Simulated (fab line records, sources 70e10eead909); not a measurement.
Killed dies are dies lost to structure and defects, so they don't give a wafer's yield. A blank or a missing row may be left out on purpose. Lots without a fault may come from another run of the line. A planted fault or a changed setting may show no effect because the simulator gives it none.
Which tool did it? | flow nand_harc | 12 lots, 36 wafers sampled, at 6 steps of a route of 1159

WHAT THE GAUGES READ, wafer by wafer
NHARC_A_SGD_CUT_CD_MEAS_09: target cd 100 nm.
lot  | measured     | on        | cd_nm (nm)
L222 | day 14 00:59 | cd_sem-01 | 99.3 99.5 99.9
L223 | day 14 01:34 | cd_sem-01 | 100.5 100.0 100.2
L225 | day 14 15:43 | cd_sem-03 | 99.7 100.2 99.8
L224 | day 14 16:53 | cd_sem-03 | 100.8 100.4 100.8
L229 | day 15 22:11 | cd_sem-03 | 100.1 100.3 99.3
L228 | day 15 21:35 | cd_sem-01 | 99.5 99.1 99.5
L232 | day 16 08:26 | cd_sem-02 | 100.7 99.8 100.3
L233 | day 16 07:47 | cd_sem-01 | 99.2 99.2 99.6
L231 | day 16 09:39 | cd_sem-01 | 99.1 99.5 100.1
L240 | day 18 15:29 | cd_sem-03 | 109.6 109.6 108.7
L244 | day 19 05:07 | cd_sem-01 | 100.2 99.7 100.5
L242 | day 19 05:31 | cd_sem-01 | 107.2 107.6 107.3

NHARC_END_SORT_01.
lot  | measured     | on        | killed_at_array | killed_at_other | killed_at_periphery | killed_dies | killed_open | killed_short
L240 | day 24 02:23 | prober-01 | 34              | 3               | 2                   | 39          | 3           | 3
L242 | day 24 23:40 | prober-01 | 46 33           | 0 1             | 2 0                 | 48 34       | 3 4         | 2 2

WHICH TOOL RAN EACH LOT (tool, then ch and the chambers of the sampled wafers, then the start)
lot  | NHARC_A_STAIRCASE_DESCUM_443       | NHARC_A_STAIRCASE_CMP_450     | NHARC_A_SGD_CUT_EXPOSE_06          | NHARC_A_SGD_CUT_ETCH_15
L222 | rie_diel-04 ch 2,3, day 13 19:14   | cmp-03 ch 1,2, day 13 22:24   | arfi_scanner-01 ch 0, day 14 00:50 | rie_diel-10 ch 1,2, no start
L223 | rie_diel-03 ch 0,2, day 13 19:47   | cmp-01 ch 0,1,3, day 13 22:59 | arfi_scanner-01 ch 0, day 14 01:25 | rie_diel-11 ch 0,3, no start
L225 | rie_diel-04 ch 0,1, day 14 09:58   | cmp-03 ch 0,1,3, day 14 13:08 | arfi_scanner-03 ch 0, day 14 15:34 | rie_diel-10 ch 0,3, no start
L224 | rie_diel-09 ch 0,3, day 14 10:53   | cmp-03 ch 0,2,3, day 14 14:18 | arfi_scanner-02 ch 0, day 14 16:45 | rie_diel-11 ch 1,2, no start
L229 | rie_diel-03 ch 1,3, day 15 15:38   | cmp-02 ch 0,1, day 15 19:23   | arfi_scanner-01 ch 0, day 15 22:03 | rie_diel-11 ch 0,3, no start
L228 | rie_diel-04 ch 0,1,2, day 15 15:47 | cmp-02 ch 0,1, day 15 18:57   | arfi_scanner-01 ch 0, day 15 21:26 | rie_diel-08 ch 2,3, no start
L232 | rie_diel-03 ch 1,2, day 16 01:30   | cmp-02 ch 0,3, day 16 05:43   | arfi_scanner-02 ch 0, day 16 08:18 | rie_diel-10 ch 0,2, no start
L233 | rie_diel-09 ch 0,1, day 16 01:43   | cmp-01 ch 1,2, day 16 05:10   | arfi_scanner-02 ch 0, day 16 07:39 | rie_diel-10 ch 0,1, no start
L231 | rie_diel-09 ch 0,1, day 16 03:26   | cmp-01 ch 0,3, day 16 06:55   | arfi_scanner-02 ch 0, day 16 09:31 | rie_diel-10 ch 0,1, no start
L240 | rie_diel-09 ch 0,1,3, day 18 09:40 | cmp-03 ch 0,1,3, day 18 12:49 | arfi_scanner-03 ch 0, day 18 15:21 | rie_diel-11 ch 0,2,3, day 24 02:23 or earlier
L244 | rie_diel-09 ch 0,2, day 18 22:51   | cmp-03 ch 0,1,3, day 19 02:24 | arfi_scanner-01 ch 0, day 19 04:59 | rie_diel-08 ch 0,2,3, no start
L242 | rie_diel-03 ch 1,2, day 18 22:54   | cmp-01 ch 0,2,3, day 19 02:47 | arfi_scanner-03 ch 0, day 19 05:23 | rie_diel-11 ch 0,1, day 24 23:40 or earlier
- NHARC_A_STAIRCASE_DESCUM_443: chemistry O2, time 3 s.
- NHARC_A_STAIRCASE_CMP_450: polishes SiO2, target thk 200 nm.
- NHARC_A_SGD_CUT_EXPOSE_06: exposes mask SGD.
- NHARC_A_SGD_CUT_ETCH_15: etches the open film in CH3F/O2, target depth 75 nm, time 64.3 s.

WHAT THE TOOLS THEMSELVES READ (means of the sampled wafers that have a number; where no wafer has one, the mark that the record gives instead)
NHARC_A_STAIRCASE_DESCUM_443.
lot  | tool        | drypump_motor_current_A (A) | oes_product_au (a.u.) | rf_vpp_V (V) | showerhead_plenum_p_Torr (Torr) | throttle_valve_pct (%)
L222 | rie_diel-04 | 6.1                         | 1.018                 | 57.6         | 2.04                            | 11.298
L223 | rie_diel-03 | 5.4                         | 0.996                 | 57.9         | 2.02                            | 11.311
L225 | rie_diel-04 | 5.5                         | 1.000                 | 58.0         | 1.85                            | 11.319
L224 | rie_diel-09 | 6.1                         | 1.004                 | 58.7         | 1.98                            | 11.315
L229 | rie_diel-03 | 5.1                         | 1.001                 | 57.9         | 1.86                            | 11.307
L228 | rie_diel-04 | 5.5                         | 1.013                 | 57.6         | 1.87                            | 11.307
L232 | rie_diel-03 | 5.1                         | 0.997                 | 58.4         | 2.03                            | 11.313
L233 | rie_diel-09 | 5.9                         | 1.000                 | 58.3         | 1.89                            | 11.304
L231 | rie_diel-09 | 5.9                         | 0.992                 | 57.7         | 1.89                            | 11.304
L240 | rie_diel-09 | 5.7                         | 1.000                 | 58.2         | 1.91                            | 11.318
L244 | rie_diel-09 | 6.1                         | 0.998                 | 58.7         | 1.95                            | 11.319
L242 | rie_diel-03 | 5.0                         | 1.001                 | 58.6         | 2.02                            | 11.307

NHARC_A_STAIRCASE_CMP_450.
lot  | tool   | motor_current_A (A) | slurry_flow_ml_min
L222 | cmp-03 | 13.6                | 149.8
L223 | cmp-01 | 12.9                | 149.8
L225 | cmp-03 | 11.6                | 149.7
L224 | cmp-03 | 12.5                | 150.3
L229 | cmp-02 | 12.2                | 150.2
L228 | cmp-02 | 12.6                | 150.0
L232 | cmp-02 | 12.4                | 150.0
L233 | cmp-01 | 13.0                | 150.0
L231 | cmp-01 | 11.8                | 150.2
L240 | cmp-03 | 12.0                | 150.0
L244 | cmp-03 | 12.1                | 149.8
L242 | cmp-01 | 11.3                | 150.0

NHARC_A_SGD_CUT_EXPOSE_06.
lot  | tool            | exposure_dose_mJ_cm2
L222 | arfi_scanner-01 | 87.0
L223 | arfi_scanner-01 | 87.2
L225 | arfi_scanner-03 | 85.5
L224 | arfi_scanner-02 | 85.6
L229 | arfi_scanner-01 | 87.0
L228 | arfi_scanner-01 | 87.0
L232 | arfi_scanner-02 | 85.5
L233 | arfi_scanner-02 | 85.7
L231 | arfi_scanner-02 | 85.6
L240 | arfi_scanner-03 | 96.6
L244 | arfi_scanner-01 | 87.1
L242 | arfi_scanner-03 | 94.5

NHARC_A_SGD_CUT_ETCH_15.
lot  | tool        | drypump_motor_current_A (A) | oes_product_au (a.u.) | rf_vpp_V (V) | showerhead_plenum_p_Torr (Torr) | throttle_valve_pct (%)
L222 | rie_diel-10 | 6.2                         | 0.963                 | 266.7        | 2.63                            | 20.665
L223 | rie_diel-11 | 5.6                         | 0.943                 | 262.1        | 2.33                            | 20.659
L225 | rie_diel-10 | 5.5                         | 0.952                 | 262.9        | 2.42                            | 20.659
L224 | rie_diel-11 | 5.9                         | 0.960                 | 263.3        | 2.42                            | 20.674
L229 | rie_diel-11 | 5.6                         | 0.961                 | 262.3        | 2.33                            | 20.661
L228 | rie_diel-08 | 5.5                         | 0.963                 | 264.8        | 2.50                            | 20.661
L232 | rie_diel-10 | 6.1                         | 0.946                 | 265.7        | 2.54                            | 20.658
L233 | rie_diel-10 | 5.7                         | 0.981                 | 264.0        | 2.44                            | 20.655
L231 | rie_diel-10 | 5.7                         | 0.981                 | 263.7        | 2.44                            | 20.665
L240 | rie_diel-11 | 5.6                         | 0.965                 | 262.9        | 2.36                            | 20.663
L244 | rie_diel-08 | 5.7                         | 0.943                 | 263.8        | 2.45                            | 20.654
L242 | rie_diel-11 | 5.9                         | 0.956                 | 262.7        | 2.37                            | 20.664

THE ANSWER, worked out from the rows above alone
Rule: what is usual is taken from the lots themselves. Put in order of their means at a reading, lots are off if they are a third of the lots or fewer, leave a main group of 4 or more, and stand apart from it by a gap of 3 or more times the standard deviation of the main group's means; of several such gaps the widest counts. A main group whose means are all the same, to the digits that the tables above print for the reading, isn't used. A lot without any number at a reading at which 4 lots or more have one is off too. The other lots that the step has rows for count as sound. The gauges are gone through in route order, then the tools' own readings, and for those a lot's mean is taken as printed above. The first step at which some lot is off is used, and at that step the reading that is off furthest; a lot without a number counts as furthest.
Off: L240, L242, at NHARC_A_SGD_CUT_CD_MEAS_09 (cd_nm). The main group: mean 99.9 nm, standard deviation 0.41.
A tool fits if, at a process step before that reading, it ran every lot that is off, and no sound lot after the first of them. The gauges at NHARC_A_SGD_CUT_CD_MEAS_09 aren't tried: what is off there is off at NHARC_A_SGD_CUT_EXPOSE_06 too, on other tools, and a gauge's error can't cause that. One fits: arfi_scanner-03 at NHARC_A_SGD_CUT_EXPOSE_06. Its last sound lot is L225 (day 14 15:34), its first lot that is off L240 (day 18 15:21): a fault that began between those two fits.
The tool's own readings at NHARC_A_SGD_CUT_EXPOSE_06 bear it out: on the lots that are off they differ by more than 5 times the standard deviation of the sound lots' means. exposure_dose_mJ_cm2 reads 95.5 there against 86.3 on the sound lots.

WHAT THE SIMULATOR HAD PUT IN
Process parameter drift: arfi_scanner-03, from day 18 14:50 on, at NHARC_A_SGD_CUT_EXPOSE_06. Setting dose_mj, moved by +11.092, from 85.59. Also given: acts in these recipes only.
Lots struck among those shown: L240, L242. The rule above found the same.
